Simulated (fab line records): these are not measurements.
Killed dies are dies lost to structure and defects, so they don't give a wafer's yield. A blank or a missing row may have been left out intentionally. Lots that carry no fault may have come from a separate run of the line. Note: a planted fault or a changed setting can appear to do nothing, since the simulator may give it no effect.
Matching of chambers	flow nand-harc	NHARC_A_CONTACT_ETCH_92 on rie-diel-06 has 4 sister chambers
The step etches the open film in CH3F/O2, target depth 40 nm, time 85.7 s. 20 wafers are shown with their chamber, then 10 later ones without.

== WAFERS, EACH WITH ITS CHAMBER ==
wafer	chamber	drypump-motor-current-A (A)	showerhead-plenum-p-Torr (Torr)	rf-vpp-V (V)
L800.1	1	5.1	2.40	244.2
L800.2	3	5.3	2.46	246.0
L800.3	0	6.4	2.57	247.1
L802.2	3	5.3	2.46	244.6
L802.3	0	6.4	2.57	246.5
L802.5	0	6.4	2.57	245.2
L804.2	1	5.0	2.40	244.2
L804.3	3	5.3	2.46	245.6
L804.5	1	5.1	2.40	243.4
L806.1	2	6.3	2.52	246.4
L806.2	3	5.3	2.46	243.3
L806.5	1	5.0	2.40	242.9
L808.1	2	6.3	2.52	244.8
L808.3	0	6.4	2.56	246.2
L808.5	2	6.2	2.52	244.4
L815.1	3	5.3	2.45	244.8
L815.4	1	5.0	2.39	242.9
L815.5	2	6.3	2.51	245.8
L816.2	2	6.3	2.51	245.9
L816.4	1	5.1	2.39	243.3

SIGNATURES (averages over the wafers above)
reading	chamber 0	chamber 1	chamber 2	chamber 3	scatter within a chamber
drypump-motor-current-A	6.400	5.050	6.280	5.300	0.0379
showerhead-plenum-p-Torr	2.5675	2.3967	2.5160	2.4580	0.00505
rf-vpp-V	246.250	243.483	245.460	244.860	0.819
Rule: for each reading, subtract the chamber's mean from the wafer's reading, divide by that reading's scatter and square the result; add these up over the readings and take the root, which gives the wafer's distance from the chamber. The wafer belongs to the nearest chamber; if the next one is less than 2 further off, it can't be placed. The scatter: the root of (the sum of the squares of (reading less its chamber's mean) over the shown wafers, divided by (wafers less chambers)).

== WAFERS WITHOUT THEIR CHAMBER ==
wafer	drypump-motor-current-A (A)	showerhead-plenum-p-Torr (Torr)	rf-vpp-V (V)
L816.5	5.3	2.45	244.7
L818.1	6.4	2.56	245.6
L818.4	6.3	2.51	245.7
L818.5	5.1	2.39	243.6
L820.2	5.0	2.39	242.6
L820.3	5.3	2.45	244.5
L820.6	5.3	2.45	244.6
L819.1	5.0	2.39	243.6
L819.2	5.3	2.45	244.8
L819.4	6.2	2.51	245.4

== WHICH CHAMBER EACH ONE RAN IN ==
wafer	from the rows above	in truth
L816.5	3	3
L818.1	0	0
L818.4	2	2
L818.5	1	1
L820.2	1	1
L820.3	3	3
L820.6	3	3
L819.1	1	1
L819.2	3	3
L819.4	2	2
Placed correctly: 10 of 10. Left unplaced by these rows: 0. Wrongly placed: 0.
